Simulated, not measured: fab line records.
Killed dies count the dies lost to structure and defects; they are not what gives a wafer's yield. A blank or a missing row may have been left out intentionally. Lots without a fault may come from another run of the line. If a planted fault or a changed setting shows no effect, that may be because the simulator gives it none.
Struck lot and sound lot, side by side ; flow nandHarc ; 11 out of 1302 route steps
Sound: the wafers L954.1, L954.4, L954.5. Struck: wafers L957.1, L957.2, L957.3. The cause comes at the end.
Order at every step that has rows: each side's tool, ch and its chambers, its first start. Under that, the readings that differ: sound wafers ; struck wafers ; difference of the means ; sigmas: that difference in standard deviations of wafers without a fault.
alike: a reading whose means differ by less than 2 such deviations, as well as words and numbers matching on both sides. not compared: withheld readings; readings where some wafer has no value; bounds like >300 that might hide an equal value; numbers whose values overlap and for which the record gives no deviation.
The two part at a step that has a row with sigmas, a row that says differs or no value, or rows on one side only. Non-overlapping numbers with no deviation appear without sigmas and do not part them. A reading that every wafer of one side lacks parts them only if that side has two wafers or more.

first, 1 step without rows for these wafers: NHARC_A_WL_FILL_CVD_23 (deposits poly-Si, target thk 40 nm, time 800 s).
NHARC_A_WL_FILL_ETCHBACK_26: etches the open film in HBr, target depth 52 nm, time 13.3 s.
  sound on rieSi-05 ch 0,2, day 22 00:30; struck on rieSi-05 ch 0,1,3, day 22 05:01
  alike: drypumpMotorCurrentA, oesProductAu, throttleValvePct
  not compared: rfHoursCounterH
then, 2 steps without rows for these wafers: NHARC_A_WL_FILL_PRECLEAN_30 (cleans in dHF, time 10 s); NHARC_A_WL_FILL_SRD_14.
NHARC_A_WL_FILL_ALD_19: deposits TiN, target thk 2 nm, pulse time 3 s, ald cycles 100.
  sound on aldMetal-03 ch 0,3, day 22 00:46; struck on aldMetal-03 ch 0,1,3, day 22 05:16
  alike: heaterPowerW, precursorPulseHeightRel
NHARC_A_WL_FILL_CVD_20: deposits W, target thk 100 nm, time 74 s.
  sound: cvdW-02 ch 0,1; struck: cvdW-02 ch 0,1
  alike: heaterPowerW, throttleValvePct
NHARC_A_WL_FILL_CMP_12: polishes, t overpolish 30 s, target thk 100 nm.
  sound on cmp-01 ch 0,1,3, day 22 01:12; struck on cmp-01 ch 0,1,3, day 22 05:39
  alike: motorCurrentA, overpolishRunS, timeToEndpointS
following that, these wafers have no rows for 1 step: NHARC_A_WL_FILL_SRD_31.
NHARC_A_WL_FILL_INSPECT_15:
  sound on defectInspect-01, day 22 01:37; struck on defectInspect-01, day 22 06:07
  alike: rawDefectCount
NHARC_A_CONTACT_DEP_24: deposits SiO2, target thk 500 nm.
  sound on pecvd-03 ch 1,2, day 22 01:48; struck on pecvd-03 ch 0,1,2, day 22 07:25
  alike: heaterPowerW, throttleValvePct
-- the record jumps here: 4 days lie between the struck wafers' starts before and after (it left off in module A_CONTACT and takes up again in module END, whose first step shown is number 1302 of the route) --
NHARC_END_SORT_01:
  sound on prober-02 ch 0, day 25 17:16; struck on prober-01 ch 0, day 26 01:03
reading;sound;struck;difference;sigmas
killedAtOther;8 7 5;0 1 1;-6;-4
  alike: killedAtArray, killedAtPeriphery, killedDies, killedOpen, killedShort

== WHERE THEY PART ==
Within this record, at NHARC_END_SORT_01 only.

WHY: what the simulator had put in
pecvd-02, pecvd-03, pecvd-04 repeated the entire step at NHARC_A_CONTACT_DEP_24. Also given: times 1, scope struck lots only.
